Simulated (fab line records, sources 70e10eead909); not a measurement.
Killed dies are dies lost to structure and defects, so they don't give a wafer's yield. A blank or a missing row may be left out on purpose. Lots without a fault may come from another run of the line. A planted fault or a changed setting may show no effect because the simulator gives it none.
One fault seen from 3 desks | flow nand_harc | each desk has only its own numbers; what lay behind them comes last

THE METROLOGY DESK
What the gauges read, lot by lot, whatever tool the lot ran on: means of the sampled wafers that have a number. A lot is out of limits, marked OUT, if its mean lies more than 4 standard deviations from the usual mean; the brackets give that distance.
Columns: A = cd_nm at NHARC_P_GATE_CD_MEAS_26, usual 119.6 nm
lot  | first seen here | A
L330 | day 4 23:48     | 119.6
L331 | day 5 13:02     | 120.2
L332 | day 5 16:01     | 119.8
L333 | day 6 08:20     | 118.9
L334 | day 6 14:26     | 118.6
L340 | day 9 02:44     | 120.3
L341 | day 9 16:09     | 202.4 (+99 or more) OUT
L343 | day 10 11:44    | 202.3 (+99 or more) OUT
L349 | day 13 04:59    | 119.5
L350 | day 13 15:30    | 120.0
L352 | day 14 06:43    | 118.9
L353 | day 14 14:20    | 119.6
This desk's finding: out of limits on L341, L343; first on L341, day 9 16:09 (cd_nm at NHARC_P_GATE_CD_MEAS_26). In limits: L330, L331, L332, L333, L334, L340, L349, L350, L352, L353.

THE DEFECT DESK
What the inspections along the route counted, lot by lot: means of the sampled wafers that have a number. A lot is out of limits, marked OUT, if its mean lies more than 4 standard deviations from the usual mean; the brackets give that distance.
Columns: A = raw_defect_count at NHARC_P_STI_INSPECT_11, usual 6
lot  | first seen here | A
L330 | day 2 20:26     | 4
L331 | day 3 04:55     | 7
L332 | day 3 15:05     | 7
L333 | day 4 03:14     | 3
L334 | day 4 11:38     | 6
L340 | day 7 00:07     | 8
L341 | day 7 11:58     | 5
L343 | day 8 06:17     | 10
L349 | day 10 21:50    | 8
L350 | day 11 06:51    | 4
L352 | day 11 22:14    | 7
L353 | day 12 09:32    | 7
This desk's finding: nothing out of limits on any of the 12 lots.

THE TOOL OWNER'S DESK: litho_track-01
The tool's own readings at NHARC_P_GATE_PEB_24 (peb time 65 s): means of the sampled wafers that have a number, for each lot that ran on this tool. A lot is out of limits, marked OUT, if its mean lies more than 4 standard deviations from the usual mean; the brackets give that distance.
Columns: A = heater_power_total_W at NHARC_P_GATE_PEB_24, usual 156.6 W; B = plate_temp_C at NHARC_P_GATE_PEB_24, usual 100.00 C
lot  | first seen here | A               | B
L330 | day 4 23:43     | 157.1           | 100.01
L331 | day 5 12:57     | 156.6           | 99.98
L340 | day 9 02:40     | 156.9           | 99.84
L341 | day 9 16:05     | 125.5 (-74) OUT | 85.32 (-99 or more) OUT
L343 | day 10 11:40    | 125.4 (-74) OUT | 85.25 (-99 or more) OUT
L353 | day 14 14:14    | 156.8           | 99.91
This desk's finding: out of limits on L341, L343; first on L341, day 9 16:05 (heater_power_total_W at NHARC_P_GATE_PEB_24). In limits: L330, L331, L340, L353.

PUT TOGETHER
The tool owner's desk could have raised an alarm at day 9 16:05, on L341, L343.
The metrology desk could have raised an alarm at day 9 16:09, on L341, L343.
The defect desk saw nothing out of limits.
The defect desk has L341, L343 on record, within its limits.
Of the lots named, all ran NHARC_P_GATE_PEB_24 on litho_track-01.

WHAT THE SIMULATOR HAD PUT IN
Process parameter drift: litho_track-01, from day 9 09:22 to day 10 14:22, at NHARC_P_GATE_PEB_24. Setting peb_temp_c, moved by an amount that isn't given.
Lots struck among those shown: L341, L343.
Hours from the fault's start to each desk's first reading out of limits: the tool owner's desk, 7; the metrology desk, 7.
